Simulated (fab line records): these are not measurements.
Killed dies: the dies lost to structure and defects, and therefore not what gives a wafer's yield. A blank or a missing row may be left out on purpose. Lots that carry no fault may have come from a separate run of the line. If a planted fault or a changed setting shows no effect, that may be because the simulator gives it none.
fab line records    flow nandHarc
[record] lots = 6  wafers = 18  lastDay = 33
route steps=1302 shown A_SLIT@941 A_SIN_REMOVE@947 A_WL_FILL@952
lots with no fault: from the same line, run without faults
startH: start of the lot's first displayed wafer, in hours after the record's first day    waitH: hours from the lot's prior step to this one    " unchanged from the row above    L1.1+2: a single row standing in for several wafers    - no value, or no start given    * or withheld: withheld    < > ~ a bound
route shown NAME@n: names a module that has steps shown in the file, with the first one's number in the route    usual: average and standard deviation across the fault-free wafers    same: alike in all rows    chamber/n: place in a boat    sites: readings site by site    _std_site: the standard deviation of these    _edge_site: outer sites' mean less inner sites'    radiusMm: for every site, how far away it sits from the centre of the wafer    mask NAME#n: copy n    behind: tool/chamber where the wafer was last shaped    hold: reason for holding the lot/hours on hold/outcome of the hold    device: the transistor (n, p or np) that didn't switch    end of line: tests run on the same wafers once the route is complete    step lacking rows: just its recipe    killed: at the first sort, the dies lost to defects and structure; wafer yield is something else    map: the dies of a wafer, with x for killed, . for not killed, _ for no die there
set.NAME: the setting the step ran with; set.NAME@STEP: the setting that earlier step ran with    model.NAME: the simulator's own value behind a step, which no gauge read
lots at some steps of the route; a table a step, a row a wafer
services: from which hour (startH, from the record's first day; less than 0 if before it) a tool's chamber was out of use, for how many hours, and why
[[steps]]
[step NHARC_A_SLIT_STRIP_28]
[recipe] o2FlowSccm = 400  cosFlowSccm = 20  arFlowSccm = 0  biasW = 0  chemistry = O2/COS
[step NHARC_A_SLIT_ETCH_29]
[recipe] targetDepthA = 1000  overetchA = 100  timeS = 55  ionEnergyEv = 100  cf4FlowSccm = 80  o2FlowSccm = 20  arFlowSccm = 0  rfW = 300  biasW = 100  chemistry = CF4/O2
[usual] drypumpMotorCurrentA = 5.8/0.41  oesProductAu = 1.005/0.01  rfVppV = 197.6/1.5  showerheadPlenumPTorr = 1.33/0.056  throttleValvePct = 13.398/0.01
lot.wafer  tool        chamber  startH  waitH  drypumpMotorCurrentA  oesProductAu  rfHoursCounterH  rfVppV  showerheadPlenumPTorr  throttleValvePct
L848.2     rieDiel-06  2        483.31  0.1    6.1                   0.990         11               196.7   1.26                   13.398
L848.4     "           0        "       "      5.3                   1.001         11               197.8   1.31                   13.393
L848.6     "           3        "       "      5.9                   0.990         -                196.1   1.29                   13.387
L854.4     rieDiel-10  1        548.86  0.1    5.9                   0.998         5                196.1   1.27                   13.410
L854.1     "           2        "       "      5.8                   1.005         8                197.8   1.36                   13.402
L854.3     "           3        "       "      5.5                   1.013         7                199.0   1.41                   13.410
L863.4     rieDiel-06  0        606.65  0.1    5.3                   0.988         12               196.7   1.31                   13.396
L863.2     "           3        "       "      5.8                   1.020         11               196.2   1.28                   13.392
L863.6     "           1        "       "      6.2                   1.006         -                199.3   1.37                   13.390
L864.3     rieDiel-06  3        632.44  0.1    5.8                   1.020         13               196.1   1.28                   13.377
L864.4     "           1        "       "      6.2                   1.012         12               198.9   1.37                   13.390
L864.6     "           3        "       "      5.8                   1.031         -                196.8   1.28                   13.400
L865.2     rieDiel-10  2        640.97  0.1    5.7                   1.014         1                198.3   1.36                   13.410
L865.5     "           1        "       "      5.8                   1.020         -                197.3   1.27                   13.393
L865.6     "           2        "       "      5.7                   1.011         -                199.4   1.36                   13.407
L869.4     rieDiel-06  3        687.24  0.1    5.9                   1.000         1                196.6   1.28                   13.389
L869.6     "           1        "       "      6.3                   0.998         -                199.7   1.37                   13.397
L869.5     "           2        "       "      6.1                   1.003         -                196.6   1.25                   13.398
[step NHARC_A_SLIT_STRIP_18]
[recipe] o2FlowSccm = 500  arFlowSccm = 0  biasW = 0  chemistry = O2
[usual] drypumpMotorCurrentA = 5.8/0.43  oesProductAu = 1.003/0.01  rfVppV = 57.8/0.83  showerheadPlenumPTorr = 3.52/0.14  throttleValvePct = 17.037/0.0087
lot.wafer  tool        chamber  startH  waitH  drypumpMotorCurrentA  oesProductAu  rfHoursCounterH  rfVppV  showerheadPlenumPTorr  throttleValvePct
L848.2     rieDiel-06  2        -       -      6.1                   0.989         11               57.4    3.33                   17.041
L848.4     "           3        "       "      5.9                   0.997         12               57.6    3.41                   17.044
L848.6     "           1        "       "      6.2                   0.994         -                58.6    3.62                   17.052
L854.1     rieDiel-10  3        -       -      5.5                   1.015         7                57.6    3.72                   17.056
L854.4     "           0        "       "      6.4                   1.001         7                58.0    3.66                   17.014
L854.3     "           2        "       "      5.7                   1.006         8                59.2    3.59                   17.028
L863.4     rieDiel-06  1        -       -      6.3                   1.007         11               58.4    3.62                   17.030
L863.2     "           2        "       "      6.1                   1.001         7                56.7    3.33                   17.031
L863.6     "           0        "       "      5.3                   0.990         -                57.1    3.45                   17.046
L864.3     rieDiel-06  0        -       -      5.3                   0.992         13               57.6    3.45                   17.032
L864.4     "           1        "       "      6.3                   1.009         12               58.4    3.62                   17.027
L864.6     "           1        "       "      6.3                   0.995         -                57.0    3.62                   17.023
L865.2     rieDiel-10  3        -       -      5.5                   1.012         1                58.1    3.72                   17.048
L865.5     "           1        "       "      5.8                   1.006         -                56.2    3.36                   17.021
L865.6     "           2        "       "      5.8                   1.009         -                57.7    3.59                   17.038
L869.4     rieDiel-06  3        -       -      5.9                   1.006         1                57.5    3.40                   17.049
L869.5     "           0        "       "      5.3                   1.003         -                57.2    3.45                   17.041
L869.6     "           1        "       "      6.3                   0.992         -                56.6    3.61                   17.045
[step NHARC_A_SLIT_PRECLEAN_19]
[recipe] timeS = *  tempC = 50  bathAgeMin = 0  chemistry = SC1
[step NHARC_A_SLIT_SRD_20]
[step NHARC_A_SLIT_CD_MEAS_21]
[usual] cdNm = 289.6/0.9
lot.wafer  tool      chamber  startH  waitH  cdNm
L848.2     cdSem-03  -        483.85  -      290.9
L848.4     "         -        "       "      291.2
L848.6     "         -        "       "      290.4
L854.1     cdSem-03  -        549.39  -      288.3
L854.3     "         -        "       "      289.1
L854.4     "         -        "       "      289.0
L863.2     cdSem-01  -        607.19  -      288.1
L863.4     "         -        "       "      288.0
L863.6     "         -        "       "      288.2
L864.3     cdSem-01  -        632.98  -      289.6
L864.4     "         -        "       "      288.5
L864.6     "         -        "       "      289.3
L865.2     cdSem-01  -        641.57  -      289.5
L865.5     "         -        "       "      288.8
L865.6     "         -        "       "      289.6
L869.4     cdSem-01  -        687.77  -      292.0
L869.5     "         -        "       "      291.6
L869.6     "         -        "       "      291.9
[step NHARC_A_SIN_REMOVE_WET_00]
[recipe] tempC = 160  timeS = 15300  chemistry = H3PO4
[step NHARC_A_SIN_REMOVE_PRECLEAN_01]
[recipe] timeS = *  tempC = 50  bathAgeMin = 0  chemistry = SC1
[step NHARC_A_SIN_REMOVE_SRD_02]
[step NHARC_A_SIN_REMOVE_INSPECT_04]
[usual] rawDefectCount = 339/63
lot.wafer  tool              chamber  startH  waitH  rawDefectCount
L848.2     defectInspect-01  -        490.46  0.0    297
L848.4     "                 -        "       "      340
L848.6     "                 -        "       "      317
L854.1     defectInspect-02  -        555.69  0.0    366
L854.3     "                 -        "       "      242
L854.4     "                 -        "       "      298
L863.2     defectInspect-02  -        613.73  0.0    373
L863.4     "                 -        "       "      322
L863.6     "                 -        "       "      358
L864.3     defectInspect-01  -        639.61  0.0    258
L864.4     "                 -        "       "      287
L864.6     "                 -        "       "      323
L865.2     defectInspect-02  -        648.22  0.0    318
L865.5     "                 -        "       "      326
L865.6     "                 -        "       "      371
L869.4     defectInspect-02  -        694.38  0.0    324
L869.5     "                 -        "       "      373
L869.6     "                 -        "       "      417
[step NHARC_A_WL_FILL_ALD_00]
[recipe] targetThkA = 30  pulseTimeS = 3  aldCycles = 30  tempC = 300  material = Al2O3
[usual] heaterPowerW = 473/56  precursorPulseHeightRel = 1.001/0.019
lot.wafer  tool      chamber  startH  waitH  heaterPowerW  precursorPulseHeightRel
L848.2     aldHk-03  1        490.58  0.1    499           0.998
L848.4     "         2        "       "      391           0.985
L848.6     "         0        "       "      447           1.015
L854.1     aldHk-01  0        555.95  0.3    589           0.994
L854.4     "         1        "       "      462           0.965
L854.3     "         2        "       "      550           0.975
L863.4     aldHk-01  1        613.82  0.1    470           1.002
L863.2     "         2        "       "      573           1.004
L863.6     "         0        "       "      569           0.999
L864.3     aldHk-03  0        639.69  0.1    462           1.008
L864.4     "         2        "       "      403           1.008
L864.6     "         3        "       "      512           1.009
L865.2     aldHk-02  2        648.31  0.1    442           1.007
L865.6     "         1        "       "      461           1.013
L865.5     "         2        "       "      438           0.999
L869.4     aldHk-01  1        694.47  0.1    465           0.995
L869.5     "         0        "       "      569           0.959
L869.6     "         1        "       "      463           1.012
[step NHARC_A_WL_FILL_RTA_01]
[recipe] tempC = 1000  timeS = 5
[usual] lampPowerPct = 30.1/1.6  lamp_zone_1_pct = 30.1/1.6  lamp_zone_7_pct = 30.6/1.6  wafer_temp_C_max = 1003.7/0.8
lot.wafer  tool          chamber  startH  waitH  lampPowerPct  lamp_zone_1_pct  lamp_zone_7_pct  wafer_temp_C_max
L848.2     rtpAnneal-01  0        490.90  -      28.5          28.5             29.0             1002.6
L848.4     "             0        "       "      28.5          28.5             29.0             1003.1
L848.6     "             0        "       "      28.6          28.6             29.0             1003.0
L854.1     rtpAnneal-02  0        556.19  -      31.6          31.6             32.1             1004.4
L854.3     "             0        "       "      31.7          31.7             32.2             1004.8
L854.4     "             0        "       "      31.7          31.7             32.2             1004.0
L863.2     rtpAnneal-02  0        614.09  -      31.7          31.6             32.1             1003.8
L863.4     "             0        "       "      31.7          31.6             32.2             1004.3
L863.6     "             0        "       "      31.7          31.7             32.2             1004.0
L864.3     rtpAnneal-01  0        640.00  -      25.8          25.8             26.2             967.1
L864.4     "             0        "       "      25.8          25.8             26.3             968.6
L864.6     "             0        "       "      25.8          25.8             26.3             967.0
L865.2     rtpAnneal-01  0        648.57  -      25.8          25.9             26.3             967.2
L865.5     "             0        "       "      25.8          25.8             26.3             967.6
L865.6     "             0        "       "      25.8          25.7             26.4             967.6
L869.4     rtpAnneal-02  0        694.79  -      31.7          31.7             32.2             1003.5
L869.5     "             0        "       "      31.7          31.7             32.2             1005.3
L869.6     "             0        "       "      31.7          31.6             32.2             1004.0
[step NHARC_A_WL_FILL_ALD_02]
[recipe] targetThkA = 20  pulseTimeS = 3  aldCycles = 100  tempC = 450  material = TiN
[usual] heaterPowerW = 1108/88  precursorPulseHeightRel = 0.999/0.02
lot.wafer  tool         chamber  startH  waitH  heaterPowerW  precursorPulseHeightRel
L848.2     aldMetal-03  1        491.19  0.3    1191          0.980
L848.4     "            3        "       "      994           1.021
L848.6     "            1        "       "      1147          0.983
L854.1     aldMetal-03  1        556.41  0.2    1189          1.015
L854.4     "            3        "       "      967           0.993
L854.3     "            0        "       "      1009          1.011
L863.2     aldMetal-03  0        614.28  0.2    1032          1.005
L863.4     "            2        "       "      1043          1.026
L863.6     "            1        "       "      1090          1.025
L864.3     aldMetal-01  1        640.19  0.2    1076          1.019
L864.4     "            2        "       "      1152          0.997
L864.6     "            0        "       "      1326          0.995
L865.2     aldMetal-01  3        648.86  0.3    1153          0.954
L865.5     "            0        "       "      1325          1.024
L865.6     "            2        "       "      1167          1.002
L869.4     aldMetal-02  0        694.96  0.1    1148          1.007
L869.6     "            3        "       "      1081          0.989
L869.5     "            0        "       "      1122          1.038
[[services]]
tool         chamber  startH  hours  kind
rieDiel-06   0        463.32  -      clean
rieDiel-06   1        463.32  -      clean
aldHk-01     -        474.67  10.0   pm
aldMetal-01  -        479.95  0.8    repair
rieDiel-06   -        484.30  9.0    pm
aldMetal-03  0        490.71  4.7    repair
rieDiel-10   2        494.06  6.7    repair
rieDiel-06   2        500.82  45.8   repair
rieDiel-10   0        514.99  2.9    repair
rieDiel-06   -        524.58  0.4    repair
aldMetal-01  -        526.00  10.0   pm
aldHk-02     -        527.90  10.0   pm
aldMetal-03  -        568.00  10.0   pm
rieDiel-06   0        584.98  8.0    repair
aldMetal-01  2        594.13  10.5   repair
rieDiel-10   -        596.59  9.0    pm
aldMetal-02  -        610.10  10.0   pm
aldHk-02     -        618.12  0.9    repair
rieDiel-10   0        626.01  6.2    repair
aldMetal-03  -        629.36  1.0    repair
rieDiel-10   0        640.78  8.6    repair
aldHk-01     -        652.67  10.0   pm
rieDiel-06   -        661.30  9.0    pm
rieDiel-10   1        682.60  15.9   repair
[[key]]
[firstSign] step = NHARC_A_WL_FILL_RTA_01  reading = wafer_temp_C_max  direction = down  sigmas = 45  usual = *  struck = *
effect none on later readings
metAt NHARC_A_WL_FILL_RTA_01
struckWafers L864.3,L864.4,L864.6,L865.2,L865.5,L865.6
testerLeftOut L864,L865
onsetBetween 490.90 640.00
[fault] kind = processParameterDrift  tool = rtpAnneal-01  chamber = -  onsetH = 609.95  steps = NHARC_A_WL_FILL_RTA_01  channel = tempC  offset = *  shape = step  endH = 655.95  actsIn = *  stated = *
// testerLeftOut: of these lots the tester's yield and bins aren't shown, on N5 and GAA mostly nor the transistor test; their killed dies are dies lost to structure and defects alone, not to doping, threshold or leakage, so they don't give the yield
